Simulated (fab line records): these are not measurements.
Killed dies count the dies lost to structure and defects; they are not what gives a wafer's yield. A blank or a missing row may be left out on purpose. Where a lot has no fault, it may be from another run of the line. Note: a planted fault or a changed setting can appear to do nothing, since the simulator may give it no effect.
Struck lot and sound lot, side by side + flow n5 finfet + 15 out of 1938 route steps
Sound: wafers L422.1, L422.3, L422.5. Struck: wafers L424.3, L424.4, L424.5. Last of all comes the cause.
Order at every step that has rows: each side's tool, ch and its chambers, its first start. Under that, the readings that differ: sound wafers + struck wafers + difference of the means + sigmas: that difference in standard deviations of wafers without a fault.
alike: same words and numbers on both sides, and readings whose means sit less than 2 such deviations apart. not compared: any withheld reading, any reading some wafer has no value for, any bound like >300 that may hide the same value, and any number with overlapping values for which the record gives no deviation.
Wherever a step has rows on one side only, a row that says differs or no value, or a row with sigmas, the two part there. Non-overlapping numbers with no deviation appear without sigmas and do not part them. A reading missing from all wafers of one side parts the sides only when that side holds two or more wafers.

first, 7 steps without rows for these wafers: N5_BEOL_M9_COAT_75 (time 60 s, resist thk 5 nm); N5_BEOL_M9_COAT_22 (resist thk 30 nm); N5_BEOL_M9_EBR_24; N5_BEOL_M9_SOFTBAKE_23 (time 60 s); N5_BEOL_M9_EXPOSE_25 (exposes mask V8); N5_BEOL_M9_PEB_26 (peb time 60 s); N5_BEOL_M9_DEVELOP_27 (develop time 30 s).
N5_BEOL_M9_CD_MEAS_28 targets a cd of 70 nm.
  sound on cd sem-01 ch 0, day 16 06:53; struck on cd sem-01 ch 0, day 16 13:41
  alike: cd nm
N5_BEOL_M9_OVL_MEAS_29:
  sound on overlay-02 ch 0, day 16 06:55; struck on overlay-02 ch 0, day 16 13:44
  alike: V8_OVL
N5_BEOL_M9_INSPECT_30: inspects for defects (brightfield).
  sound: defect inspect-02 at day 16 06:59; struck: defect inspect-02 at day 16 13:46
  alike: raw defect count
N5_BEOL_M9_DESCUM_33: chemistry O2, time 7 s.
  sound on rie diel-03 ch 1,2,3, day 16 07:01; struck on rie diel-02 ch 1,3, day 16 13:49
| reading                | sound             | struck            | difference | sigmas |
|------------------------|-------------------|-------------------|------------|--------|
| throttle valve pct (%) | 19.95 19.95 20.22 | 20.48 20.65 20.48 | +0.50      | +2     |
  alike: drypump motor current A, oes product au, rf vpp V, showerhead plenum p Torr
  not compared: rf hours counter h
N5_BEOL_M9_ETCH_76: etches underlayer in N2/H2, target depth 6.5 nm, time 5.2 s.
  sound on rie diel-03 ch 1,2,3, day 16 07:03; struck on rie diel-02 ch 1,3, day 16 13:50
  alike: drypump motor current A, etch rf on time s, oes product au, rf vpp V, showerhead plenum p Torr, throttle valve pct
  not compared: rf hours counter h
N5_BEOL_M9_ETCH_65: etches SiARC in CF4, target depth 15.6 nm, time 26 s.
  sound on rie diel-03 ch 1,2,3, day 16 07:04; struck on rie diel-02 ch 1,3, day 16 13:52
| reading                         | sound              | struck            | difference | sigmas |
|---------------------------------|--------------------|-------------------|------------|--------|
| cf4 flow sccm (sccm)            | 99.39 99.64 100.34 | 77.60 77.67 77.48 | -22.21     | -77    |
| etch rf on time s (s)           | 25.3 26.2 26.0     | 27.4 27.7 27.2    | +1.6       | +2     |
| showerhead plenum p Torr (Torr) | 2.09 2.16 2.16     | 1.89 1.90 1.89    | -0.24      | -4     |
  alike: drypump motor current A, oes product au, rf vpp V, throttle valve pct
  not compared: rf hours counter h
N5_BEOL_M9_ETCH_66: etches SOC in N2/H2, target depth 80 nm, overetch 16 nm, time 120 s.
  sound on rie diel-03 ch 1,2,3, day 16 07:05; struck on rie diel-02 ch 1,3, day 16 13:53
  alike: drypump motor current A, oes product au, rf vpp V, showerhead plenum p Torr, throttle valve pct
  not compared: rf hours counter h
-- here the record skips 2 days between the struck wafers' starts before and after, leaving off in module BEOL_M9 and picking up in module PASSIVATION (first step shown: number 1936 of the route) --
N5_PASSIVATION_PROBE_49:
  sound: prober-02 at day 19 02:40; struck: prober-01 at day 18 20:10
| reading                | sound | struck   | difference | sigmas |
|------------------------|-------|----------|------------|--------|
| sort_bin_4_leakage (%) | 0 0 0 | 0.17 0 0 | +0.06      | +4     |
  alike: defect limited yield, killed_at_M0_to_M3, killed_at_M4_up, killed at contacts, killed at front end, killed at other, killed dies, killed open, killed short, sort_bin_5_function, sort_bin_6_memory, sort n pass, sort yield pct

WHERE THEY PART
Earliest at N5_BEOL_M9_DESCUM_33; latest, in this record, at N5_PASSIVATION_PROBE_49.

WHY: the cause the simulator had injected
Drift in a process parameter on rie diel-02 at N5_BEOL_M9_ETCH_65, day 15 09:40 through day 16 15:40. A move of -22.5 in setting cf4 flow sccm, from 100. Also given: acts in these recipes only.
